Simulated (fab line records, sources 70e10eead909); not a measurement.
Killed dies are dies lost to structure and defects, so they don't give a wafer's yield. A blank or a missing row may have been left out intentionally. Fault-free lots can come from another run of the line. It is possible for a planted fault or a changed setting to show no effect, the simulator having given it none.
fab line records -- flow nand_harc -- part 2 of 2: steps 23 to 37 of 37
record lots=5, wafers=15, last_day=32
route steps=1302 shown A_BLC@1110 A_M0@1137
lots that met no fault: taken from a fault-free run of the same line
start_h: the number of hours between the record's first day and the start of the first shown wafer of the lot -- wait_h: hours since the lot's step before -- " as in the row above -- L1.1+2: one row covering several wafers at once -- - no value, or no start was given -- * or withheld: withheld -- < > ~ a bound
route shown NAME@n: NAME is a module with steps in the file, n the number in the route of the first one -- usual: mean/standard deviation taken from wafers without a fault -- same: alike in all rows -- chamber/n: place in a boat -- sites: the reading at each site -- _std_site: standard deviation of those values -- _edge_site: outer sites' mean less inner sites' -- radius_mm: for every site, how far away it sits from the centre of the wafer -- mask NAME#n: copy n -- behind: the most recent tool/chamber to have shaped the wafer -- hold: the reason the lot was held/the length of the hold in hours/how it ended -- device: whichever transistor did not switch (one of n, p or np) -- end of line: at the end of the route, the tests of the same wafers -- a step without rows: its recipe alone -- killed: dies that structure and defects cost at the first sort, which is not the same as the wafer's yield -- map: a wafer's dies, x killed, . not, _ none there
set.NAME: the setting that was run; set.NAME@STEP: the one run at that earlier step -- model.NAME: the simulator's own value behind a step, which no gauge read
lots seen at some steps along the route; tables by step, rows by wafer
services: from which hour (start_h, from the record's first day; less than 0 if before it) a tool's chamber was out of use, for how many hours, and why
## steps
# step NHARC_A_BLC_CVD_24
# recipe target_thk_a=1500, temp_c=300, pressure_torr=40, wf6_flow_sccm=40, h2_flow_sccm=1600, ar_flow_sccm=1560, time_s=434, material=W
# usual heater_power_outer_w=253/13, heater_power_w=454/38, throttle_valve_pct=8.09/0.24
lot.wafer,tool,chamber,start_h,wait_h,heater_power_outer_w,heater_power_w,throttle_valve_pct
L075.2,cvd_w-01,1,-,-,264,530,7.70
L075.3,cvd_w-01,1,-,-,266,538,7.91
L075.4,cvd_w-01,0,-,-,244,435,8.42
L078.1,cvd_w-02,0,-,-,242,414,8.10
L078.3,cvd_w-02,0,-,-,234,407,8.20
L078.5,cvd_w-02,0,-,-,240,408,7.72
L082.1,cvd_w-02,0,-,-,239,418,8.28
L082.3,cvd_w-02,1,-,-,273,458,7.54
L082.5,cvd_w-02,0,-,-,237,405,8.08
L090.3,cvd_w-02,1,-,-,274,459,7.93
L090.4,cvd_w-02,0,-,-,238,412,8.41
L090.6,cvd_w-02,0,-,-,245,415,8.31
L095.1,cvd_w-02,0,-,-,243,418,8.24
L095.4,cvd_w-02,1,-,-,269,482,7.56
L095.5,cvd_w-02,1,-,-,270,492,7.75
# step NHARC_A_BLC_CMP_25
# recipe t_overpolish_s=30, target_thk_nm=150
# usual motor_current_A=12.3/1.6, overpolish_run_s=30.000/0.0091, time_to_endpoint_s=30/3.5
lot.wafer,tool,chamber,start_h,wait_h,motor_current_A,overpolish_run_s,time_to_endpoint_s
L075.4,cmp-02,1,524.26,0.3,14.4,29.993,32
L075.3,cmp-02,2,524.26,0.3,10.2,30.002,36
L075.2,cmp-02,3,524.26,0.3,13.1,29.984,35
L078.1,cmp-03,1,539.71,0.4,13.5,30.010,36
L078.3,cmp-03,3,539.71,0.4,11.3,29.988,32
L078.5,cmp-03,2,539.71,0.4,10.3,29.995,34
L082.3,cmp-02,1,601.26,0.3,13.9,30.005,29
L082.1,cmp-02,2,601.26,0.3,11.3,29.986,35
L082.5,cmp-02,2,601.26,0.3,11.2,29.998,35
L090.3,cmp-02,2,676.96,0.3,11.1,30.001,35
L090.4,cmp-02,3,676.96,0.3,12.6,29.989,32
L090.6,cmp-02,1,676.96,0.3,14.0,29.985,30
L095.4,cmp-01,1,728.96,0.2,13.9,30.004,29
L095.1,cmp-01,2,728.96,0.2,13.9,29.997,29
L095.5,cmp-01,1,728.96,0.2,14.6,29.981,25
# step NHARC_A_BLC_SRD_27
lot.wafer,tool,chamber,start_h,wait_h
L075.2+3+4,wet_bench-05,"6,0,3",524.55,0.0
L078.3+5+1,wet_bench-06,"1,4,5",540.05,0.0
L082.1+5+3,wet_bench-05,"6,0,1",601.59,0.0
L090.3+4+6,wet_bench-06,"1,5,6",677.26,0.0
L095.4+1+5,wet_bench-07,"0,2,3",729.29,0.0
# step NHARC_A_BLC_INSPECT_28
# usual raw_defect_count=493/84
lot.wafer,tool,chamber,start_h,wait_h,raw_defect_count
L075.2,defect_inspect-01,-,524.64,0.1,432
L075.3,defect_inspect-01,-,524.64,0.1,473
L075.4,defect_inspect-01,-,524.64,0.1,556
L078.1,defect_inspect-01,-,540.13,0.1,424
L078.3,defect_inspect-01,-,540.13,0.1,446
L078.5,defect_inspect-01,-,540.13,0.1,448
L082.1,defect_inspect-02,-,601.67,0.1,559
L082.3,defect_inspect-02,-,601.67,0.1,599
L082.5,defect_inspect-02,-,601.67,0.1,391
L090.3,defect_inspect-02,-,677.34,0.1,586
L090.4,defect_inspect-02,-,677.34,0.1,392
L090.6,defect_inspect-02,-,677.34,0.1,438
L095.1,defect_inspect-01,-,729.36,0.1,443
L095.4,defect_inspect-01,-,729.36,0.1,715
L095.5,defect_inspect-01,-,729.36,0.1,407
# step NHARC_A_M0_DEP_00
# recipe target_thk_a=1500, target_thk_nm=150, temp_c=withheld, pressure_torr=5, flow_sccm=200, rf_w=600, material=SiOC
# usual showerhead_vpp_V=1565/66
lot.wafer,tool,chamber,start_h,wait_h,showerhead_vpp_V
L075.3,pecvd-01,0,524.70,0.1,1451
L075.2,pecvd-01,1,524.70,0.1,1575
L075.4,pecvd-01,2,524.70,0.1,1630
L078.3,pecvd-03,1,540.19,0.1,1585
L078.1,pecvd-03,0,540.19,0.1,1551
L078.5,pecvd-03,1,540.19,0.1,1596
L082.1,pecvd-04,2,601.73,0.1,1525
L082.3,pecvd-04,1,601.73,0.1,1666
L082.5,pecvd-04,0,601.73,0.1,1567
L090.3,pecvd-04,0,678.03,0.7,1557
L090.4,pecvd-04,0,678.03,0.7,1569
L090.6,pecvd-04,2,678.03,0.7,1486
L095.1,pecvd-01,2,729.48,0.1,1595
L095.4,pecvd-01,1,729.48,0.1,1598
L095.5,pecvd-01,0,729.48,0.1,1436
# step NHARC_A_M0_DEHYDRATE_01
# recipe temp_c=150, time_s=120
lot.wafer,tool,chamber,start_h,wait_h
L075.2+3+4,litho_track-04,0,525.11,-
L078.1+3+5,litho_track-04,0,540.60,-
L082.1+3+5,litho_track-06,0,602.14,-
L090.3+4+6,litho_track-04,0,678.44,-
L095.1+4+5,litho_track-01,0,729.84,-
# step NHARC_A_M0_HMDS_02
# recipe time_s=30
lot.wafer,tool,chamber,start_h,wait_h
L075.2+3+4,litho_track-04,0,-,-
L078.1+3+5,litho_track-04,0,-,-
L082.1+3+5,litho_track-06,0,-,-
L090.3+4+6,litho_track-04,0,-,-
L095.1+4+5,litho_track-01,0,-,-
# step NHARC_A_M0_COAT_33
# recipe temp_c=200, time_s=65
lot.wafer,tool,chamber,start_h,wait_h
L075.2+3+4,litho_track-04,0,-,-
L078.1+3+5,litho_track-04,0,-,-
L082.1+3+5,litho_track-06,0,-,-
L090.3+4+6,litho_track-04,0,-,-
L095.1+4+5,litho_track-01,0,-,-
# step NHARC_A_M0_COAT_03
# recipe spin_rpm=1500, resist_thk_nm=90
lot.wafer,tool,chamber,start_h,wait_h
L075.2+3+4,litho_track-04,0,-,-
L078.1+3+5,litho_track-04,0,-,-
L082.1+3+5,litho_track-06,0,-,-
L090.3+4+6,litho_track-04,0,-,-
L095.1+4+5,litho_track-01,0,-,-
# step NHARC_A_M0_SOFTBAKE_04
# recipe temp_c=105, time_s=55
lot.wafer,tool,chamber,start_h,wait_h
L075.2+3+4,litho_track-04,0,-,-
L078.1+3+5,litho_track-04,0,-,-
L082.1+3+5,litho_track-06,0,-,-
L090.3+4+6,litho_track-04,0,-,-
L095.1+4+5,litho_track-01,0,-,-
# step NHARC_A_M0_EBR_05
lot.wafer,tool,chamber,start_h,wait_h
L075.2+3+4,litho_track-04,0,-,-
L078.1+3+5,litho_track-04,0,-,-
L082.1+3+5,litho_track-06,0,-,-
L090.3+4+6,litho_track-04,0,-,-
L095.1+4+5,litho_track-01,0,-,-
# step NHARC_A_M0_EXPOSE_06
# recipe na=1.35, target_cd_nm=80, dose_mj=83.25, mask_id=A_M0
# usual exposure_dose_mJ_cm2=83.26/0.075, focus_offset_nm=0.0/0.57
lot.wafer,tool,chamber,start_h,wait_h,mask,exposure_dose_mJ_cm2,focus_offset_nm
L075.2,arfi_scanner-03,0,525.27,-,A_M0#0,83.31,-1.0
L075.3,arfi_scanner-03,0,525.27,-,A_M0#0,83.36,-0.8
L075.4,arfi_scanner-03,0,525.27,-,A_M0#0,83.23,-0.3
L078.1,arfi_scanner-01,0,540.89,-,A_M0#0,83.22,-0.4
L078.3,arfi_scanner-01,0,540.89,-,A_M0#0,83.22,-1.4
L078.5,arfi_scanner-01,0,540.89,-,A_M0#0,83.30,-0.1
L082.1,arfi_scanner-01,0,602.43,-,A_M0#0,83.31,0.4
L082.3,arfi_scanner-01,0,602.43,-,A_M0#0,83.25,1.0
L082.5,arfi_scanner-01,0,602.43,-,A_M0#0,83.33,1.0
L090.3,arfi_scanner-03,0,678.74,-,A_M0#0,83.31,-0.3
L090.4,arfi_scanner-03,0,678.74,-,A_M0#0,83.19,-0.8
L090.6,arfi_scanner-03,0,678.74,-,A_M0#0,83.15,-1.1
L095.1,arfi_scanner-01,0,730.13,-,A_M0#0,83.32,0.0
L095.4,arfi_scanner-01,0,730.13,-,A_M0#0,83.30,0.4
L095.5,arfi_scanner-01,0,730.13,-,A_M0#0,83.31,0.0
# step NHARC_A_M0_PEB_07
# recipe peb_temp_c=100, peb_time_s=65
lot.wafer,tool,chamber,start_h,wait_h
L075.2+3+4,litho_track-06,0,525.33,0.1
L078.1+3+5,litho_track-01,0,540.95,0.1
L082.1+3+5,litho_track-06,0,602.49,0.1
L090.3+4+6,litho_track-01,0,678.79,0.0
L095.1+4+5,litho_track-01,0,730.19,0.1
# step NHARC_A_M0_DEVELOP_08
# recipe develop_time_s=35, dev_temp_c=23
# same develop_time_s=35
lot.wafer,tool,chamber,start_h,wait_h
L075.2+3+4,litho_track-06,0,-,-
L078.1+3+5,litho_track-01,0,-,-
L082.1+3+5,litho_track-06,0,-,-
L090.3+4+6,litho_track-01,0,-,-
L095.1+4+5,litho_track-01,0,-,-
# step NHARC_A_M0_CD_MEAS_09
# recipe target_cd_nm=80, landing_energy_ev=500
# usual cd_nm=80.2/0.94
lot.wafer,tool,chamber,start_h,wait_h,cd_nm
L075.2,cd_sem-01,0,525.41,-,80.2
L075.3,cd_sem-01,0,525.41,-,79.8
L075.4,cd_sem-01,0,525.41,-,81.0
L078.1,cd_sem-01,0,541.03,-,78.4
L078.3,cd_sem-01,0,541.03,-,79.6
L078.5,cd_sem-01,0,541.03,-,79.9
L082.1,cd_sem-01,0,602.57,-,80.3
L082.3,cd_sem-01,0,602.57,-,80.2
L082.5,cd_sem-01,0,602.57,-,80.1
L090.3,cd_sem-03,0,678.87,-,79.4
L090.4,cd_sem-03,0,678.87,-,81.5
L090.6,cd_sem-03,0,678.87,-,80.5
L095.1,cd_sem-02,0,730.27,-,78.8
L095.4,cd_sem-02,0,730.27,-,79.6
L095.5,cd_sem-02,0,730.27,-,81.1
## services
tool,chamber,start_h,hours,kind
cvd_w-02,-,500.14,13.0,pm
litho_track-01,-,505.00,7.0,pm
rie_diel-03,0,522.79,10.1,repair
litho_track-06,-,529.00,7.0,pm
cvd_w-02,-,530.18,1.0,repair
rie_diel-04,-,532.26,9.0,pm
rie_diel-11,3,552.48,1.9,repair
litho_track-04,-,553.00,7.0,pm
arfi_scanner-01,-,553.70,0.4,repair
pvd_sputter-01,-,563.13,6.5,repair
rie_diel-11,2,567.52,9.8,repair
rie_diel-11,2,585.89,5.8,repair
pvd_sputter-01,-,588.40,10.0,pm
arfi_scanner-01,-,596.00,4.0,pm
pvd_sputter-01,-,603.30,0.6,repair
rie_diel-11,-,609.56,9.0,pm
pvd_sputter-01,-,631.36,3.2,repair
rie_diel-03,-,635.32,9.0,pm
arfi_scanner-01,-,644.25,0.9,repair
rie_diel-11,3,651.71,1.2,repair
litho_track-01,-,680.00,7.0,pm
litho_track-06,-,704.00,7.0,pm
rie_diel-11,3,716.29,14.6,repair
litho_track-04,-,728.00,7.0,pm
